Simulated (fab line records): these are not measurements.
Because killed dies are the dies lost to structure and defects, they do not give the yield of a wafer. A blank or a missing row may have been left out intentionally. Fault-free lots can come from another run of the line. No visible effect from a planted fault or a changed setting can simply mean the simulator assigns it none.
Problem report in the 8D (eight disciplines) form, filled by code || flow n5Finfet || the parts of the form that need people (team, actions taken, sign-off) are left out

== 1. THE PROBLEM ==
Mean of spinSpeedRpm at N5_BEOL_M11_COAT_60: 1264.9 rpm across 6 wafers in 2 lots; on wafers with no fault it is 1500.1 rpm (standard deviation 1.2). That is -99 or more standard deviations from the usual mean.
The step: time 60 s, resist thk 30 nm.
The first sign was on wafer L974.3 at day 13 03:43, on lithoTrack-02. The record holds 27 wafers of 9 lots with a number at this step. The rule behind "out" and "out of limits": a value lying over 4 standard deviations away from the usual mean. The other wafers with a number count as sound.

== 2. WHAT THIS IS AND IS NOT ==
{"question": "which readings at this step", "is": "spinSpeedRpm", "is not": "dispensePressureKPa"}
{"question": "which lots", "is": "L974, L976", "is not": "L963, L965, L966, L972, L981, L984, L985"}
{"question": "which wafers of those lots", "is": "all that have a number", "is not": "-"}
{"question": "read on which tools", "is": "lithoTrack-02", "is not": "lithoTrack-01, lithoTrack-04"}
{"question": "when", "is": "from day 13 03:43", "is not": "up to then (12 sound wafers); but 9 sound wafers of L981, L984, L985 came after"}

== 3. SUSPECTS, AND WHAT RULES EACH OUT ==
Counting: a tool stays on the suspect list if, at a process step up to the reading, it processed all lots that are out and no sound lot following the first of them.
- lithoTrack-02 at N5_BEOL_M11_COAT_60 (time 60 s, resist thk 30 nm): kept. It ran every lot that is out, first L974 (day 13 03:43), and no sound lot after that; its last sound lot up to then is L972 (day 12 16:19). Its own readings are out on those wafers: spinSpeedRpm.
Left after counting: lithoTrack-02 at N5_BEOL_M11_COAT_60.

== 4. THE CAUSE (what the simulator had put in) ==
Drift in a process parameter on lithoTrack-02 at N5_BEOL_M11_COAT_60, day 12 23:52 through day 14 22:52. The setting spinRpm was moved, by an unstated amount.
Counting left only this tool.

== 5. SEQUENCE OF EFFECTS, ordered by route ==
Each row: a reading whose mean over the struck wafers that have a number lies more than 3 standard deviations from the usual. Only readings whose record carries a usual standard deviation are examined. hours: median over the lots of the time between each lot's start at the first step of this table that gives one and its start at this step. sigmas: the change, counted in usual standard deviations.
{"hours": 0, "step": "N5_BEOL_M11_COAT_60", "reading": "spinSpeedRpm", "usual": "1500.1 rpm", "on struck wafers": 1264.9, "change": -235.2, "sigmas": "-99 or more"}
{"hours": 0, "step": "N5_BEOL_M11_ETCH_61", "reading": "etchRfOnTimeS", "usual": "64.6 s", "on struck wafers": 70.2, "change": "+5.7", "sigmas": "+5.9"}
Here are the process steps it includes:
- N5_BEOL_M11_COAT_60: time 60 s, resist thk 30 nm.
- N5_BEOL_M11_ETCH_61: etches SiARC in CF4, target depth 39 nm, time 65 s.

== 6. HOW IT WOULD HAVE BEEN CAUGHT EARLIER ==
First out-of-limits reading in this record: day 13 03:43, which is 4 hours after fault onset at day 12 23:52.
